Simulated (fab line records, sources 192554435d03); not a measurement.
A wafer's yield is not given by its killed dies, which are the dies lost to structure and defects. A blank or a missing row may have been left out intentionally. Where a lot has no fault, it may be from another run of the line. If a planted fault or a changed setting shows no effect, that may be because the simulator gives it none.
Split-lot experiment / flow n5Finfet / on a route of 1938 steps: 7 lots, 39 wafers read

== SPLIT DETAILS ==
At N5_FIN_SAQP_SPACER1_ALD_24 (deposits SiO2, target thk 20.3 nm, pulse time 1 s, purge time 2 s), the setting tempC was moved away from the recipe's 300 C on 12 of the 39 wafers read, by -3.9% to -1.4%. For the rest of the wafers, this setting stayed at what the recipe calls for.

== FROM THE SPLIT TO THE READING: what the file shows between them, 2 steps ==
- N5_FIN_SAQP_SPACER1_ETCHBACK_25: etches SiO2 in CHF3/O2, target depth 24.4 nm, time 12.2 s
- N5_FIN_SAQP_MANDREL1_REMOVE_56: chemistry HBr/Cl2/O2, target a-Si, stops on SiNx, bt time 10 s

== THE READING ==
cdNm (nm) at N5_FIN_SAQP_CD_MEAS_27, where the cd target is 20 nm. Typical for fault-free wafers on this fab line: 20.27 nm, with standard deviation 0.21 nm.

wafer=L075.1; tool, chamber at the split=aldSin-01, 3,1,0; tempC as run, C=300; against the recipe=recipe; cdNm, nm=20.08; against lot-mates on the recipe=-
wafer=L075.3; tool, chamber at the split=aldSin-01, 3,1,0; tempC as run, C=300; against the recipe=recipe; cdNm, nm=20.40; against lot-mates on the recipe=-
wafer=L075.5; tool, chamber at the split=aldSin-01, 3,1,0; tempC as run, C=300; against the recipe=recipe; cdNm, nm=20.00; against lot-mates on the recipe=-
wafer=L077.1; tool, chamber at the split=aldSin-04, 3,0,3; tempC as run, C=300; against the recipe=recipe; cdNm, nm=20.37; against lot-mates on the recipe=-
wafer=L077.2; tool, chamber at the split=aldSin-04, 2,0,1; tempC as run, C=300; against the recipe=recipe; cdNm, nm=20.16; against lot-mates on the recipe=-
wafer=L077.3; tool, chamber at the split=aldSin-04, 2,0,1; tempC as run, C=300; against the recipe=recipe; cdNm, nm=20.05; against lot-mates on the recipe=-
wafer=L077.4; tool, chamber at the split=aldSin-04, 2,0,1; tempC as run, C=300; against the recipe=recipe; cdNm, nm=20.53; against lot-mates on the recipe=-
wafer=L077.5; tool, chamber at the split=aldSin-04, 3,0,3; tempC as run, C=300; against the recipe=recipe; cdNm, nm=19.86; against lot-mates on the recipe=-
wafer=L077.6; tool, chamber at the split=aldSin-04, 3,0,3; tempC as run, C=300; against the recipe=recipe; cdNm, nm=20.26; against lot-mates on the recipe=-
wafer=L089.1; tool, chamber at the split=aldSin-03, 2,1; tempC as run, C=300; against the recipe=recipe; cdNm, nm=20.17; against lot-mates on the recipe=-
wafer=L089.2; tool, chamber at the split=aldSin-03, 1,0,0,2; tempC as run, C=300; against the recipe=recipe; cdNm, nm=20.38; against lot-mates on the recipe=-
wafer=L089.3; tool, chamber at the split=aldSin-03, 1,0,0,2; tempC as run, C=300; against the recipe=recipe; cdNm, nm=20.43; against lot-mates on the recipe=-
wafer=L089.4; tool, chamber at the split=aldSin-03, 1,0,0,2; tempC as run, C=300; against the recipe=recipe; cdNm, nm=20.45; against lot-mates on the recipe=-
wafer=L089.5; tool, chamber at the split=aldSin-03, 2,1; tempC as run, C=300; against the recipe=recipe; cdNm, nm=20.13; against lot-mates on the recipe=-
wafer=L089.6; tool, chamber at the split=aldSin-03, 1,0,0,2; tempC as run, C=300; against the recipe=recipe; cdNm, nm=20.50; against lot-mates on the recipe=-
wafer=L094.1; tool, chamber at the split=aldSin-01, 2,0; tempC as run, C=290.6; against the recipe=-3.1%; cdNm, nm=20.90; against lot-mates on the recipe=+0.80
wafer=L094.2; tool, chamber at the split=aldSin-01, 1,0; tempC as run, C=300; against the recipe=recipe; cdNm, nm=20.14; against lot-mates on the recipe=-
wafer=L094.3; tool, chamber at the split=aldSin-01, 2,0; tempC as run, C=290.6; against the recipe=-3.1%; cdNm, nm=21.17; against lot-mates on the recipe=+1.07
wafer=L094.4; tool, chamber at the split=aldSin-01, 3; tempC as run, C=290.6; against the recipe=-3.1%; cdNm, nm=20.75; against lot-mates on the recipe=+0.65
wafer=L094.5; tool, chamber at the split=aldSin-01, 3; tempC as run, C=300; against the recipe=recipe; cdNm, nm=19.99; against lot-mates on the recipe=-
wafer=L094.6; tool, chamber at the split=aldSin-01, 1,0; tempC as run, C=300; against the recipe=recipe; cdNm, nm=20.18; against lot-mates on the recipe=-
wafer=L095.1; tool, chamber at the split=aldSin-01, 0; tempC as run, C=288.3; against the recipe=-3.9%; cdNm, nm=21.08; against lot-mates on the recipe=+0.76
wafer=L095.2; tool, chamber at the split=aldSin-01, 3; tempC as run, C=300; against the recipe=recipe; cdNm, nm=20.28; against lot-mates on the recipe=-
wafer=L095.3; tool, chamber at the split=aldSin-01, 2,1; tempC as run, C=288.3; against the recipe=-3.9%; cdNm, nm=21.38; against lot-mates on the recipe=+1.06
wafer=L095.4; tool, chamber at the split=aldSin-01, 2,1; tempC as run, C=288.3; against the recipe=-3.9%; cdNm, nm=21.42; against lot-mates on the recipe=+1.10
wafer=L095.5; tool, chamber at the split=aldSin-01, 3,2; tempC as run, C=300; against the recipe=recipe; cdNm, nm=20.25; against lot-mates on the recipe=-
wafer=L095.6; tool, chamber at the split=aldSin-01, 3,2; tempC as run, C=300; against the recipe=recipe; cdNm, nm=20.42; against lot-mates on the recipe=-
wafer=L096.1; tool, chamber at the split=aldSin-03, 3; tempC as run, C=300; against the recipe=recipe; cdNm, nm=20.15; against lot-mates on the recipe=-
wafer=L096.2; tool, chamber at the split=aldSin-03, 2,2,1; tempC as run, C=295.7; against the recipe=-1.4%; cdNm, nm=20.99; against lot-mates on the recipe=+0.75
wafer=L096.3; tool, chamber at the split=aldSin-03, 0,1; tempC as run, C=300; against the recipe=recipe; cdNm, nm=20.18; against lot-mates on the recipe=-
wafer=L096.4; tool, chamber at the split=aldSin-03, 0,1; tempC as run, C=300; against the recipe=recipe; cdNm, nm=20.38; against lot-mates on the recipe=-
wafer=L096.5; tool, chamber at the split=aldSin-03, 2,2,1; tempC as run, C=295.7; against the recipe=-1.4%; cdNm, nm=21.01; against lot-mates on the recipe=+0.77
wafer=L096.6; tool, chamber at the split=aldSin-03, 2,2,1; tempC as run, C=295.7; against the recipe=-1.4%; cdNm, nm=20.82; against lot-mates on the recipe=+0.58
wafer=L097.1; tool, chamber at the split=aldSin-03, 2,1,0; tempC as run, C=300; against the recipe=recipe; cdNm, nm=20.48; against lot-mates on the recipe=-
wafer=L097.2; tool, chamber at the split=aldSin-03, 3,1,2; tempC as run, C=293.5; against the recipe=-2.2%; cdNm, nm=20.89; against lot-mates on the recipe=+0.50
wafer=L097.3; tool, chamber at the split=aldSin-03, 2,1,0; tempC as run, C=300; against the recipe=recipe; cdNm, nm=20.34; against lot-mates on the recipe=-
wafer=L097.4; tool, chamber at the split=aldSin-03, 2,1,0; tempC as run, C=300; against the recipe=recipe; cdNm, nm=20.34; against lot-mates on the recipe=-
wafer=L097.5; tool, chamber at the split=aldSin-03, 3,1,2; tempC as run, C=293.5; against the recipe=-2.2%; cdNm, nm=20.93; against lot-mates on the recipe=+0.54
wafer=L097.6; tool, chamber at the split=aldSin-03, 3,1,2; tempC as run, C=293.5; against the recipe=-2.2%; cdNm, nm=20.53; against lot-mates on the recipe=+0.14
If several chambers appear in one row, that row covers several wafers at once and the file leaves open which wafer was in which chamber.

THE FIT
A straight line over all 39 wafers: cdNm changes by -0.256 nm for each +1% of tempC; r = -0.87; the points scatter about the line by 0.2 nm.
The same after taking each lot's own level away (the mean of its wafers on the recipe; 39 wafers): -0.256 nm for each +1%; r = -0.88; scatter 0.18 nm.
According to that fit, moving tempC by its largest amount changes the reading by 1 nm.
From 20.103 to 20.387 nm: that is the span of the lots' own levels, equal to 1.3 times the standard deviation above.
So the lot-to-lot level changes the slope little: the two slopes agree.
Check: with one of the wafers moved furthest among these (-3.9%) left out of the fit, the line predicts +1.06 nm for it against its lot-mates. It came out at +0.763 nm against them.

== ADDITIONAL SPLITS CARRIED BY THESE WAFERS ==
These wafers also went through other splits before the reading. Each is held against what the fit with the lots' levels taken away leaves over:
other split on the same wafers=N5_WELL_APT_EXPOSE_22 doseMj; wafers away from the commonest value=15; r with cdNm (lot level and that fit taken away)=+0.16

== THE WHOLE CHAIN: every reading that the file lists as answering this split, in the file's order ==
step=N5_FIN_SAQP_SPACER1_ALD_24; what it does=deposits SiO2, target thk 20.3 nm, pulse time 1 s, purge time 2 s; reading=SiO2_of_FIN_SAQP_SPACER1_ALD_24.thkNm (the simulator's own value, which no gauge read); change (the file's fit)=-0.234 nm for each +1% of the setting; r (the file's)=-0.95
step=N5_FIN_SAQP_MANDREL1_REMOVE_56; what it does=chemistry HBr/Cl2/O2, target a-Si, stops on SiNx, bt time 10 s; reading=FIN_SAQP.cdNm (the simulator's own value, which no gauge read); change (the file's fit)=-0.212 nm for each +1% of the setting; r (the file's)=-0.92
step=N5_FIN_SAQP_CD_MEAS_27; what it does=target cd 20 nm; reading=cdNm; change (the file's fit)=-0.261 nm for each +1% of the setting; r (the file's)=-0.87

== THE FILE'S OWN FIT ==
cdNm changes by -0.261 nm for each +1% of tempC, r = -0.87.
